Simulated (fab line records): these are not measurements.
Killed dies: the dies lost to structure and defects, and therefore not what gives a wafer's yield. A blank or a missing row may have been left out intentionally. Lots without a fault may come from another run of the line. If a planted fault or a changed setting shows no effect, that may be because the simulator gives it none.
fab line records	flow n5_finfet
record lots=10	wafers=29	last_day=17
route steps=1938 shown BEOL_M2@909 BEOL_M4@1111 PASSIVATION@1936
lots that met no fault: from a run of the same line without faults
start_h: the number of hours between the record's first day and the start of the first shown wafer of the lot	wait_h: hours from the lot's prior step to this one	" same as the row above	L1.1+2: several wafers, shown together as one row	- value missing, or start not given	* or withheld: withheld	< > ~ a bound
route shown NAME@n: NAME is a module with steps in the file, n the number in the route of the first one	usual: average and standard deviation across the fault-free wafers	same: alike in all rows	chamber/n: place in a boat	sites: readings site by site	_std_site: the standard deviation of these	_edge_site: outer sites' mean less inner sites'	radius_mm: how far each site lies from the wafer's centre	mask NAME#n: copy n	behind: the tool/chamber that last shaped the wafer	hold: why the lot went on hold/how many hours it stayed there/how the hold came to an end	device: names the non-switching transistor (n, p or np)	end of line: tests of these same wafers at the route's end	step lacking rows: just its recipe	killed: the dies lost at the first sort to structure and to defects; this is not the yield of the wafer	map: dies across one wafer; x = killed, . = not, _ = none there
set.NAME: the setting as run; set.NAME@STEP: as run at that earlier step	model.NAME: the simulator's own value behind a step, which no gauge read
steps of the route over a sample of lots; a table a step, a row a wafer
services: a tool's chamber out of use, with start hour (start_h, from the record's first day; less than 0 if before it), hours out, and reason
## steps
# step N5_BEOL_M2_ANNEAL_82
# recipe temp_c=400	time_s=240	ambient=vacuum
# usual heater_power_w=854/110
lot.wafer	tool	chamber	start_h	wait_h	heater_power_w
L651.2	pvd_sputter-01	-	149.79	0.0	861
L651.3	"	-	"	"	928
L651.6	"	-	"	"	911
L652.3	pvd_sputter-01	-	154.62	0.0	784
L652.4	"	-	"	"	990
L652.6	"	-	"	"	974
L654.1	pvd_sputter-01	-	169.49	0.0	767
L654.5	"	-	"	"	907
L654.6	"	-	"	"	856
L656.4	pvd_sputter-03	-	185.57	0.0	744
L656.5	"	-	"	"	856
L656.6	"	-	"	"	877
L658.1	pvd_sputter-02	-	193.04	0.0	786
L658.2	"	-	"	"	992
L658.4	"	-	"	"	706
L660.2	pvd_sputter-03	-	210.46	0.0	850
L660.3	"	-	"	"	892
L660.4	"	-	"	"	748
L664.3	pvd_sputter-03	-	232.46	0.0	735
L664.6	"	-	"	"	870
L670.1	pvd_sputter-03	-	272.83	0.0	741
L670.2	"	-	"	"	732
L670.4	"	-	"	"	896
L671.2	pvd_sputter-01	-	275.85	0.0	772
L671.4	"	-	"	"	904
L671.5	"	-	"	"	990
L672.1	pvd_sputter-03	-	276.37	0.0	742
L672.2	"	-	"	"	885
L672.5	"	-	"	"	826
# step N5_BEOL_M2_SPUTTER_92
# recipe material=Cu	target_thk_a=45	temp_c=-20	chamber_pressure_pa=0.07	power_w=withheld	time_s=8.29
# usual chuck_gas_flow_sccm=1.26/0.055	throttle_valve_pct=30.0/0.43
lot.wafer	tool	chamber	start_h	wait_h	chuck_gas_flow_sccm	throttle_valve_pct
L651.2	pvd_sputter-01	-	150.59	0.1	1.28	29.8
L651.3	"	-	"	"	1.35	30.1
L651.6	"	-	"	"	1.39	29.8
L652.3	pvd_sputter-01	-	155.42	0.1	1.22	30.9
L652.4	"	-	"	"	1.26	29.7
L652.6	"	-	"	"	1.41	29.8
L654.1	pvd_sputter-01	-	170.29	0.1	1.20	30.8
L654.5	"	-	"	"	1.19	30.0
L654.6	"	-	"	"	1.30	29.6
L656.4	pvd_sputter-03	-	186.44	0.1	1.19	30.0
L656.5	"	-	"	"	1.28	29.7
L656.6	"	-	"	"	1.26	29.6
L658.1	pvd_sputter-02	-	193.84	0.1	1.25	30.1
L658.2	"	-	"	"	1.28	29.4
L658.4	"	-	"	"	1.19	29.8
L660.2	pvd_sputter-03	-	211.26	0.1	1.26	29.7
L660.3	"	-	"	"	1.25	29.7
L660.4	"	-	"	"	1.20	29.8
L664.3	pvd_sputter-03	-	233.26	0.1	1.29	30.3
L664.6	"	-	"	"	1.37	29.9
L670.1	pvd_sputter-03	-	273.63	0.1	1.19	29.9
L670.2	"	-	"	"	1.23	30.6
L670.4	"	-	"	"	1.35	29.5
L671.2	pvd_sputter-01	-	276.65	0.1	1.36	30.8
L671.4	"	-	"	"	1.27	30.0
L671.5	"	-	"	"	1.28	29.6
L672.1	pvd_sputter-03	-	277.17	0.1	1.26	30.6
L672.2	"	-	"	"	1.35	29.8
L672.5	"	-	"	"	1.31	29.8
# step N5_BEOL_M2_CMP_52
# recipe stop_on=SiOC	t_overpolish_s=6.8	down_force_psi=1	platen_rpm=50	clearing_platen_down_force_psi=1.5	clearing_platen_rpm=50	post_cmp_clean=cu_alkaline	target_thk_nm=40	clearing_platen_pad_velocity_m_s=0.99484	pad_velocity_m_s=0.99484
# usual barrier_field_endpoint_s=24.8/0.54	clearing_platen_down_force_psi=1.5001/0.0028	motor_current_A=6.4/0.63	overpolish_run_s=6.800/0.0086	time_to_endpoint_s=64.1/2.7
lot.wafer	tool	chamber	start_h	wait_h	barrier_field_endpoint_s	clearing_platen_down_force_psi	motor_current_A	overpolish_run_s	time_to_endpoint_s
L651.3	cmp-04	1	151.53	0.2	24.5	1.5007	6.3	6.806	66.4
L651.2	"	2	"	"	25.0	1.4983	6.6	6.818	64.6
L651.6	"	1	"	"	24.5	1.4967	5.9	6.799	63.5
L652.3	cmp-04	0	156.35	0.2	25.8	1.5048	5.9	6.789	72.2
L652.4	"	1	"	"	25.7	1.5004	6.3	6.795	72.9
L652.6	"	0	"	"	25.4	1.5029	5.8	6.802	68.4
L654.1	cmp-02	1	171.34	0.4	24.8	1.4986	6.3	6.807	63.4
L654.5	"	2	"	"	25.0	1.4984	6.4	6.807	65.4
L654.6	"	3	"	"	25.3	1.4999	7.6	6.801	64.2
L656.4	cmp-02	2	187.42	0.1	25.0	1.5002	6.2	6.799	64.2
L656.6	"	2	"	"	24.5	1.4951	6.7	6.811	63.0
L656.5	"	3	"	"	24.8	1.5054	7.8	6.795	63.3
L658.2	cmp-04	1	194.81	0.2	23.9	1.5033	6.3	6.798	60.8
L658.1	"	2	"	"	24.1	1.5016	6.5	6.794	63.0
L658.4	"	3	"	"	23.9	1.5023	5.9	6.800	59.7
L660.2	cmp-04	0	212.20	0.2	25.4	1.5038	5.7	6.802	64.2
L660.4	"	1	"	"	26.1	1.4998	6.3	6.802	67.2
L660.3	"	2	"	"	25.1	1.4989	5.9	6.791	62.5
L664.3	cmp-04	0	234.32	0.3	25.4	1.5027	5.7	6.812	64.4
L664.6	"	3	"	"	14.0	1.5066	6.0	6.805	38.1
L670.4	cmp-03	0	274.60	0.2	25.1	1.5025	5.7	6.807	62.7
L670.2	"	1	"	"	24.3	1.4926	6.0	6.791	61.6
L670.1	"	2	"	"	24.4	1.4960	6.1	6.809	63.0
L671.4	cmp-02	1	277.64	0.2	25.0	1.4963	6.0	6.798	65.6
L671.2	"	3	"	"	24.6	1.5016	7.5	6.794	67.0
L671.5	"	1	"	"	25.2	1.4990	6.5	6.796	66.3
L672.1	cmp-02	1	278.10	0.3	25.1	1.5049	6.1	6.797	64.4
L672.2	"	2	"	"	25.0	1.5002	6.4	6.812	65.9
L672.5	"	2	"	"	25.8	1.5022	6.5	6.797	64.4
# step N5_BEOL_M2_INSPECT_59
# recipe inspect_instrument=darkfield	mode=post_dep
# usual raw_defect_count=64/22
lot.wafer	tool	chamber	start_h	wait_h	raw_defect_count
L651.2	defect_inspect-02	-	152.11	0.0	63
L651.3	"	-	"	"	48
L651.6	"	-	"	"	53
L652.3	defect_inspect-02	-	156.94	0.0	47
L652.4	"	-	"	"	70
L652.6	"	-	"	"	65
L654.1	defect_inspect-02	-	171.85	0.0	52
L654.5	"	-	"	"	132
L654.6	"	-	"	"	57
L656.4	defect_inspect-01	-	188.00	0.0	93
L656.5	"	-	"	"	121
L656.6	"	-	"	"	49
L658.1	defect_inspect-01	-	195.35	0.0	32
L658.2	"	-	"	"	39
L658.4	"	-	"	"	71
L660.2	defect_inspect-01	-	212.81	0.0	81
L660.3	"	-	"	"	60
L660.4	"	-	"	"	89
L664.3	defect_inspect-01	-	234.87	0.0	35
L664.6	"	-	"	"	67
L670.1	defect_inspect-02	-	275.14	0.0	50
L670.2	"	-	"	"	39
L670.4	"	-	"	"	80
L671.2	defect_inspect-02	-	278.18	0.0	52
L671.4	"	-	"	"	90
L671.5	"	-	"	"	68
L672.1	defect_inspect-01	-	278.68	0.0	35
L672.2	"	-	"	"	54
L672.5	"	-	"	"	50
# step N5_BEOL_M4_RC_MEAS_101
# usual DIBL_N=36.4/1.4	DIBL_P=36.3/1.5	IOFF_N=0.162/0.023	IOFF_P=0.211/0.027	ION_N=676/9.7	ION_P=463/6.4	SS_N=71.5/0.5	SS_P=73.3/0.6	VT_N=249.3/2.5	VT_P=-249.9/2.8
lot.wafer	tool	chamber	start_h	wait_h	DIBL_N[mV/V]	DIBL_P[mV/V]	IOFF_N[nA/um]	IOFF_P[nA/um]	ION_N[uA/um]	ION_P[uA/um]	SS_N[mV/dec]	SS_P[mV/dec]	VT_N[mV]	VT_P[mV]
L651.2	prober-02	0	173.70	0.2	36.4	35.9	0.157	0.212	680	470	70.9	73.2	248.7	-249.4
L651.3	"	0	"	"	37.6	36.8	0.184	0.222	685	468	71.6	73.4	247.1	-247.8
L651.6	"	0	"	"	36.8	35.5	0.168	0.214	683	468	71.6	72.8	247.9	-248.2
L652.3	prober-02	0	180.56	0.3	36.4	36.6	0.157	0.228	673	465	71.7	73.9	252.4	-249.1
L652.4	"	0	"	"	36.8	37.2	0.168	0.234	667	463	72.5	74.0	250.6	-248.0
L652.6	"	0	"	"	34.2	34.2	0.123	0.191	664	456	71.4	72.8	254.9	-250.8
L654.1	prober-01	0	195.49	0.0	37.1	37.2	0.183	0.225	700	469	71.8	73.9	247.9	-248.5
L654.5	"	0	"	"	35.7	35.8	0.159	0.202	688	467	71.3	73.1	246.8	-252.4
L654.6	"	0	"	"	36.9	37.4	0.177	0.217	693	467	71.5	74.4	248.6	-251.1
L656.4	prober-01	0	212.91	0.5	33.7	33.6	0.121	0.176	664	462	70.7	72.0	253.4	-253.6
L656.5	"	0	"	"	36.4	36.3	0.162	0.223	671	461	70.9	72.7	249.2	-250.1
L656.6	"	0	"	"	37.4	38.2	0.174	0.237	670	458	71.6	73.3	249.3	-247.8
L658.1	prober-02	0	226.78	0.0	35.5	36.8	0.164	0.225	658	457	71.6	72.9	248.2	-250.1
L658.2	"	0	"	"	34.9	34.7	0.145	0.190	661	456	71.4	72.5	249.2	-251.2
L658.4	"	0	"	"	36.8	38.0	0.188	0.240	677	466	72.1	72.9	245.8	-249.5
L660.2	prober-01	0	236.50	0.2	35.7	34.9	0.142	0.204	672	468	71.3	72.5	249.4	-246.3
L660.3	"	0	"	"	36.9	36.0	0.154	0.207	660	459	71.2	73.3	246.6	-248.5
L660.4	"	0	"	"	37.6	35.8	0.162	0.207	661	452	72.1	72.9	251.6	-247.9
L664.3	prober-01	0	254.92	0.3	35.0	35.2	0.154	0.215	688	472	71.2	74.1	246.0	-248.1
L664.6	"	0	"	"	35.4	35.9	0.172	0.230	681	466	71.2	73.5	244.4	-247.5
L670.1	prober-01	0	294.52	0.0	37.0	36.4	0.156	0.200	667	459	72.0	74.1	250.4	-252.9
L670.2	"	0	"	"	37.3	36.7	0.175	0.210	675	459	71.3	74.1	249.3	-251.6
L670.4	"	0	"	"	36.8	36.8	0.174	0.204	687	470	71.8	74.6	245.5	-251.3
L671.2	prober-01	0	296.27	0.2	36.9	36.1	0.163	0.192	676	459	71.7	73.5	249.4	-251.9
L671.4	"	0	"	"	40.8	42.2	0.254	0.309	706	473	72.2	75.0	244.1	-243.8
L671.5	"	0	"	"	38.4	38.3	0.188	0.240	699	472	71.9	74.3	248.1	-250.8
L672.1	prober-02	0	297.84	0.0	34.1	32.7	0.122	0.172	674	465	70.9	72.6	252.4	-251.9
L672.2	"	0	"	"	37.0	36.4	0.164	0.225	673	463	71.6	73.3	248.5	-248.6
L672.5	"	0	"	"	35.6	35.0	0.149	0.198	691	470	71.2	73.7	247.3	-248.5
# step N5_PASSIVATION_PROBE_49
# usual defect_limited_yield=91.3/1.3	killed_at_M0_to_M3=33/8.9	killed_at_M4_up=15/5.4	killed_at_contacts=13/5.8	killed_at_front_end=39/9.9	killed_at_other=3.2/2.9	killed_dies=102/15	killed_on_rim=13/3.7	killed_open=68/12	killed_short=34/7.6	sort_bin_4_leakage=0.00/0.007	sort_bin_5_function=5.1/0.89	sort_bin_6_memory=3.2/0.63	sort_n_pass=1078/15	sort_yield_pct=91.3/1.3
# same gross_dies=1180	killed_at_back_side=0	sort_bin_8_speed[%]=0
lot.wafer	tool	chamber	start_h	wait_h	defect_limited_yield[%]	killed_at_M0_to_M3	killed_at_M4_up	killed_at_contacts	killed_at_front_end	killed_at_other	killed_dies	killed_on_rim	killed_open	killed_short	sort_bin_4_leakage[%]	sort_bin_5_function[%]	sort_bin_6_memory[%]	sort_n_pass	sort_yield_pct[%]
L651.2	prober-02	-	268.61	0.1	90.0	33	15	15	55	0	118	18	88	30	0	5.9	3.9	1062	90.0
L651.3	prober-02	-	268.66	0.1	89.9	28	20	22	48	1	119	16	84	35	0	5.2	4.6	1061	89.9
L651.6	prober-02	-	268.81	0.3	92.4	17	27	11	35	0	90	11	63	27	0	4.7	3.0	1090	92.4
L652.3	prober-02	-	286.52	0.1	92.1	40	16	7	20	10	93	10	67	26	0	4.7	3.1	1087	92.1
L652.4	prober-02	-	286.57	0.2	90.7	44	18	13	29	6	110	17	70	38	0	5.3	3.9	1070	90.7
L652.6	prober-02	-	286.67	0.3	93.4	29	12	4	26	7	78	9	50	27	0	3.9	2.5	1102	93.4
L654.1	prober-02	-	301.04	0.0	92.0	25	7	14	39	9	94	10	62	32	0	4.5	3.0	1086	92.0
L654.5	prober-02	-	301.24	0.2	92.4	20	21	16	29	4	90	9	63	27	0	5.0	2.4	1090	92.4
L654.6	prober-02	-	301.29	0.3	91.6	29	17	4	45	4	99	10	75	24	0	4.6	3.5	1081	91.6
L656.4	prober-01	-	318.07	0.2	91.4	39	8	12	38	5	102	10	55	47	0	4.7	3.3	1078	91.4
L656.5	prober-01	-	318.12	0.2	90.3	36	13	16	45	4	114	12	79	35	0	5.2	4.2	1066	90.3
L656.6	prober-01	-	318.17	0.3	91.4	24	12	16	46	3	101	14	69	32	0	4.6	3.6	1079	91.4
L658.1	prober-01	-	331.56	0.0	89.7	31	14	13	59	5	122	16	86	36	0	6.7	3.1	1058	89.7
L658.2	prober-01	-	331.61	0.1	92.2	26	21	3	40	2	92	14	54	38	0	4.0	3.5	1088	92.2
L658.4	prober-01	-	331.71	0.2	90.2	39	18	13	45	1	116	13	82	34	0	5.5	4.1	1064	90.2
L660.2	prober-01	-	336.70	0.1	92.5	18	19	7	36	8	88	8	60	27	0	4.2	3.1	1092	92.5
L660.3	prober-01	-	336.75	0.1	92.1	29	8	14	31	11	93	11	57	36	0	4.4	3.1	1087	92.1
L660.4	prober-01	-	336.80	0.2	89.5	27	28	8	55	6	124	15	85	36	0	6.5	3.7	1056	89.5
L664.3	prober-02	-	360.31	0.1	89.9	41	12	9	57	0	119	16	72	46	0	4.7	5.0	1061	89.9
L664.6	prober-02	-	360.46	0.3	90.7	33	8	10	59	0	110	13	58	52	0	5.3	3.6	1070	90.7
L671.2	prober-02	-	402.13	0.1	90.5	25	13	20	50	4	112	10	73	39	0	5.6	3.5	1068	90.5
L671.4	prober-02	-	402.23	0.2	90.2	42	7	25	41	1	116	17	75	41	0.08	6.1	3.5	1063	90.1
L671.5	prober-02	-	402.28	0.2	90.3	38	10	23	41	3	115	21	82	33	0	5.8	3.6	1065	90.3
L672.1	prober-02	-	403.86	0.0	92.2	25	10	12	45	0	92	15	62	30	0	4.6	2.9	1088	92.2
L672.2	prober-02	-	403.91	0.1	93.6	28	3	13	29	2	75	8	50	25	0	3.7	2.4	1105	93.6
L672.5	prober-02	-	404.06	0.2	91.0	34	12	10	49	1	106	14	68	38	0	5.6	2.8	1074	91.0
L670.1	prober-01	-	405.58	0.0	87.5	42	19	34	53	0	148	15	93	54	0	7.8	4.4	1032	87.5
L670.2	prober-01	-	405.63	0.1	90.2	30	19	17	48	2	116	14	74	42	0	5.2	4.4	1064	90.2
L670.4	prober-01	-	405.73	0.2	89.1	47	18	17	46	1	129	19	98	30	0	6.7	4.2	1051	89.1
# killed by level:class
L651.2 MOL_CONTACT_COAG:geometric_particle:open=14 DUMMY_GATE:geometric_particle:open=13 BEOL_M1:geometric_particle:open=13 STI_FIN_REVEAL:geometric_particle:open=9 BEOL_M4:geometric_particle:open=9 GATE_CUT:geometric_particle:short=9 FIN_SAQP:geometric_particle:short=8 BEOL_M2:geometric_particle:open=7
L651.3 STI_FIN_REVEAL:geometric_particle:open=21 MOL_CONTACT_COAG:geometric_particle:open=15 BEOL_M4:geometric_particle:open=14 GATE_CUT:geometric_particle:short=8 MOL_CONTACT_COAG:geometric_particle:short=7 BEOL_M0_SAQP:geometric_particle:open=6 BEOL_M2:geometric_particle:open=6 DUMMY_GATE:geometric_particle:open=4
L651.6 BEOL_M4:geometric_particle:open=20 STI_FIN_REVEAL:geometric_particle:open=10 MOL_CONTACT_COAG:geometric_particle:open=10 FIN_SAQP:geometric_particle:short=7 BEOL_M0_SAQP:geometric_particle:open=6 DUMMY_GATE:geometric_particle:open=4 GATE_CUT:geometric_particle:short=3 STARTING-WAFER:geometric_particle:short=3
L652.3 BEOL_M0_SAQP:geometric_particle:open=13 FIN_SAQP:geometric_particle:open=9 BEOL_M0_SAQP:geometric_particle:short=8 BEOL_M2:geometric_particle:open=7 MOL_CONTACT_COAG:geometric_particle:open=6 BEOL_M4:geometric_particle:open=6 PAD_METAL:geometric_particle:open=6 BEOL_M2:geometric_particle:short=4
L652.4 MOL_CONTACT_COAG:geometric_particle:open=11 BEOL_M2:geometric_particle:short=8 BEOL_M0_SAQP:geometric_particle:open=7 BEOL_M2:geometric_particle:open=7 DUMMY_GATE:geometric_particle:open=6 BEOL_M0_SAQP:geometric_particle:short=6 STARTING-WAFER:geometric_particle:open=6 GATE_CUT:geometric_particle:short=5
L652.6 BEOL_M0_SAQP:geometric_particle:short=6 BEOL_M2:geometric_particle:open=6 DUMMY_GATE:geometric_particle:open=5 GATE_CUT:geometric_particle:short=5 BEOL_M0_SAQP:geometric_particle:open=5 BEOL_M3:geometric_particle:open=5 FIN_SAQP:geometric_particle:open=4 MOL_CONTACT_COAG:geometric_particle:open=4
L654.1 MOL_CONTACT_COAG:geometric_particle:open=13 FIN_SAQP:geometric_particle:open=9 FIN_SAQP:geometric_particle:short=8 BEOL_M2:geometric_particle:open=7 STI_FIN_REVEAL:geometric_particle:open=5 BEOL_M0_SAQP:geometric_particle:open=5 PASS1_CAP:geometric_particle:short=5 STARTING-WAFER:geometric_particle:open=4
L654.5 BEOL_M4:geometric_particle:open=12 MOL_CONTACT_COAG:geometric_particle:open=11 FIN_SAQP:geometric_particle:open=7 STI_FIN_REVEAL:geometric_particle:open=7 MOL_CONTACT_COAG:geometric_particle:short=5 BEOL_M0_SAQP:geometric_particle:open=4 BEOL_M1:geometric_particle:open=4 BEOL_M3:geometric_particle:open=4
L654.6 FIN_SAQP:geometric_particle:open=17 BEOL_M2:geometric_particle:open=11 BEOL_M4:geometric_particle:open=8 BEOL_M1:geometric_particle:open=6 STI_FIN_REVEAL:geometric_particle:open=6 ILD0:geometric_particle:short=6 BEOL_M3:geometric_particle:open=6 FIN_SAQP:geometric_particle:short=5
L656.4 BEOL_M0_SAQP:geometric_particle:short=13 FIN_SAQP:geometric_particle:short=9 BEOL_M0_SAQP:geometric_particle:open=9 FIN_SAQP:geometric_particle:open=8 MOL_CONTACT_COAG:geometric_particle:short=6 MOL_CONTACT_COAG:geometric_particle:open=6 STI_FIN_REVEAL:geometric_particle:open=4 DUMMY_GATE:geometric_particle:open=4
L656.5 BEOL_M0_SAQP:geometric_particle:open=14 MOL_CONTACT_COAG:geometric_particle:open=12 FIN_SAQP:geometric_particle:open=9 STI_FIN_REVEAL:geometric_particle:open=9 BEOL_M4:geometric_particle:open=8 BEOL_M2:geometric_particle:open=8 GATE_CUT:geometric_particle:short=7 BEOL_M0_SAQP:geometric_particle:short=7
L656.6 MOL_CONTACT_COAG:geometric_particle:open=13 FIN_SAQP:geometric_particle:short=12 FIN_SAQP:geometric_particle:open=11 BEOL_M0_SAQP:geometric_particle:open=8 STI_FIN_REVEAL:geometric_particle:open=7 BEOL_M2:geometric_particle:open=6 BEOL_M4:geometric_particle:open=4 STARTING-WAFER:geometric_particle:open=3
L658.1 STI_FIN_REVEAL:geometric_particle:open=15 MOL_CONTACT_COAG:geometric_particle:open=11 FIN_SAQP:geometric_particle:short=10 FIN_SAQP:geometric_particle:open=9 DUMMY_GATE:geometric_particle:open=9 BEOL_M2:geometric_particle:open=8 BEOL_M4:geometric_particle:open=8 BEOL_M3:geometric_particle:open=5
L658.2 BEOL_M4:geometric_particle:open=7 DUMMY_GATE:geometric_particle:open=6 BEOL_M0:geometric_particle:open=6 FIN_SAQP:geometric_particle:short=5 STI_FIN_REVEAL:geometric_particle:open=5 GATE_CUT:geometric_particle:short=5 FIN_SAQP:geometric_particle:open=4 FIN_CUT:geometric_particle:short=4
L658.4 BEOL_M3:geometric_particle:open=13 STI_FIN_REVEAL:geometric_particle:open=9 FIN_SAQP:geometric_particle:short=8 MOL_CONTACT_COAG:geometric_particle:open=8 BEOL_M4:geometric_particle:open=8 FIN_SAQP:geometric_particle:open=6 GATE_CUT:geometric_particle:short=5 MOL_CONTACT_COAG:geometric_particle:short=5
L660.2 FIN_SAQP:geometric_particle:open=15 FIN_SAQP:geometric_particle:short=11 BEOL_M4:geometric_particle:open=10 MOL_CONTACT_COAG:geometric_particle:open=7 DUMMY_GATE:geometric_particle:open=5 BEOL_M2:geometric_particle:open=5 BEOL_M3:geometric_particle:open=4 PAD_METAL:geometric_particle:short=4
L660.3 FIN_SAQP:geometric_particle:short=12 MOL_CONTACT_COAG:geometric_particle:open=11 BEOL_M3:geometric_particle:open=8 PAD_METAL:geometric_particle:short=6 BEOL_M0_SAQP:geometric_particle:open=5 BEOL_M1:geometric_particle:open=5 FIN_SAQP:geometric_particle:open=4 BEOL_M0_SAQP:geometric_particle:short=4
L660.4 BEOL_M4:geometric_particle:open=19 FIN_SAQP:geometric_particle:open=17 FIN_SAQP:geometric_particle:short=14 BEOL_M3:geometric_particle:open=13 STI_FIN_REVEAL:geometric_particle:open=10 MOL_CONTACT_COAG:geometric_particle:open=5 BEOL_M3:geometric_particle:short=5 BEOL_M5:geometric_particle:open=4
L664.3 FIN_SAQP:geometric_particle:short=13 BEOL_M0_SAQP:geometric_particle:open=13 BEOL_M0_SAQP:geometric_particle:short=11 MOL_CONTACT_COAG:geometric_particle:open=9 STI_FIN_REVEAL:geometric_particle:open=8 GATE_CUT:geometric_particle:short=7 BEOL_M4:geometric_particle:open=7 BEOL_M3:geometric_particle:open=6
L664.6 FIN_SAQP:geometric_particle:short=21 BEOL_M0_SAQP:geometric_particle:short=12 FIN_SAQP:geometric_particle:open=10 MOL_CONTACT_COAG:geometric_particle:open=9 BEOL_M0_SAQP:geometric_particle:open=8 STARTING-WAFER:geometric_particle:short=6 DUMMY_GATE:geometric_particle:open=5 GATE_CUT:geometric_particle:short=5
L671.2 MOL_CONTACT_COAG:geometric_particle:open=16 FIN_SAQP:geometric_particle:open=9 FIN_SAQP:geometric_particle:short=9 STI_FIN_REVEAL:geometric_particle:open=8 BEOL_M0_SAQP:geometric_particle:open=6 BEOL_M1:geometric_particle:short=6 BEOL_M5:geometric_particle:open=6 DUMMY_GATE:geometric_particle:open=5
L671.4 MOL_CONTACT_COAG:geometric_particle:open=20 BEOL_M0_SAQP:geometric_particle:open=13 STI_FIN_REVEAL:geometric_particle:open=12 BEOL_M0_SAQP:geometric_particle:short=8 BEOL_M2:geometric_particle:short=7 FIN_SAQP:geometric_particle:short=5 FIN_SAQP:geometric_particle:open=5 MOL_CONTACT_COAG:geometric_particle:short=5
L671.5 MOL_CONTACT_COAG:geometric_particle:open=22 STI_FIN_REVEAL:geometric_particle:open=15 BEOL_M0_SAQP:geometric_particle:short=9 BEOL_M0_SAQP:geometric_particle:open=9 BEOL_M1:geometric_particle:open=6 STI_FIN_REVEAL:geometric_particle:short=5 DUMMY_GATE:geometric_particle:open=5 BEOL_M1:geometric_particle:short=5
L672.1 STI_FIN_REVEAL:geometric_particle:open=11 MOL_CONTACT_COAG:geometric_particle:open=11 FIN_SAQP:geometric_particle:short=8 BEOL_M4:geometric_particle:open=8 BEOL_M0_SAQP:geometric_particle:short=7 STARTING-WAFER:geometric_particle:short=7 DUMMY_GATE:geometric_particle:open=5 BEOL_M1:geometric_particle:open=5
L672.2 MOL_CONTACT_COAG:geometric_particle:open=10 BEOL_M0_SAQP:geometric_particle:open=9 BEOL_M1:geometric_particle:open=8 STI_FIN_REVEAL:geometric_particle:open=6 GATE_CUT:geometric_particle:short=6 GATE_CUT:geometric_particle:open=3 MOL_CONTACT_COAG:geometric_particle:short=3 BEOL_M2:geometric_particle:short=3
L672.5 BEOL_M1:geometric_particle:open=13 FIN_SAQP:geometric_particle:short=12 MOL_CONTACT_COAG:geometric_particle:open=10 STI_FIN_REVEAL:geometric_particle:open=8 BEOL_M4:geometric_particle:open=8 GATE_CUT:geometric_particle:short=7 FIN_SAQP:geometric_particle:open=6 GATE_CUT:geometric_particle:open=5
L670.1 MOL_CONTACT_COAG:geometric_particle:open=26 BEOL_M1:geometric_particle:open=12 BEOL_M4:geometric_particle:short=11 DUMMY_GATE:geometric_particle:open=10 MOL_CONTACT_COAG:geometric_particle:short=8 STI_FIN_REVEAL:geometric_particle:open=7 FIN_SAQP:geometric_particle:short=6 FIN_SAQP:geometric_particle:open=6
L670.2 MOL_CONTACT_COAG:geometric_particle:open=13 BEOL_M2:geometric_particle:open=8 STI_FIN_REVEAL:geometric_particle:open=8 FIN_SAQP:geometric_particle:open=6 DUMMY_GATE:geometric_particle:open=6 BEOL_M3:geometric_particle:open=6 BEOL_M4:geometric_particle:open=6 ILD0:geometric_particle:short=5
L670.4 BEOL_M3:geometric_particle:open=21 DUMMY_GATE:geometric_particle:open=13 MOL_CONTACT_COAG:geometric_particle:open=12 FIN_SAQP:geometric_particle:open=6 BEOL_M0:geometric_particle:open=6 BEOL_M2:geometric_particle:open=6 BEOL_M4:geometric_particle:open=6 STI_FIN_REVEAL:geometric_particle:open=5
## services
tool	chamber	start_h	hours	kind
cmp-02	-	144.15	2.5	repair
cmp-04	-	145.72	5.4	pm
cmp-04	-	153.98	1.3	repair
cmp-02	-	156.20	0.8	repair
pvd_sputter-01	-	164.86	1.5	repair
pvd_sputter-02	-	187.05	3.7	repair
cmp-03	-	210.09	40.3	repair
cmp-04	-	213.26	4.0	pm
cmp-04	-	217.26	-	consumable_replace:conditioner
cmp-04	-	217.26	-	consumable_replace:pad
cmp-04	-	218.03	3.4	repair
cmp-02	-	226.81	4.0	pm
cmp-02	-	230.81	-	consumable_replace:conditioner
cmp-02	-	230.81	-	consumable_replace:pad
cmp-02	-	232.15	6.3	pm
cmp-04	-	242.97	1.0	repair
cmp-04	-	250.39	14.2	pm
cmp-02	-	253.63	2.3	repair
cmp-04	-	276.82	1.1	repair
## key
first_sign step=N5_BEOL_M2_CMP_52	reading=barrier_field_endpoint_s	direction=down	sigmas=20	usual=24.8	struck=14.0
effect step=N5_BEOL_M2_CMP_52	reading=time_to_endpoint_s	direction=down	sigmas=9.6	usual=*	struck=*
met_at N5_BEOL_M2_CMP_52
struck_lots L664
struck_wafers L664.6
not_acting_at N5_BEOL_M2_ANNEAL_82,N5_BEOL_M2_SPUTTER_92,N5_BEOL_M2_INSPECT_59
onset_between 212.20 234.32
fault kind=process_parameter_drift	tool=cmp-04	chamber=-	onset_h=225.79	steps=N5_BEOL_M2_CMP_52	channel=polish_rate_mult	offset=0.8	shape=step	end_h=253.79	scope=struck_wafers_only
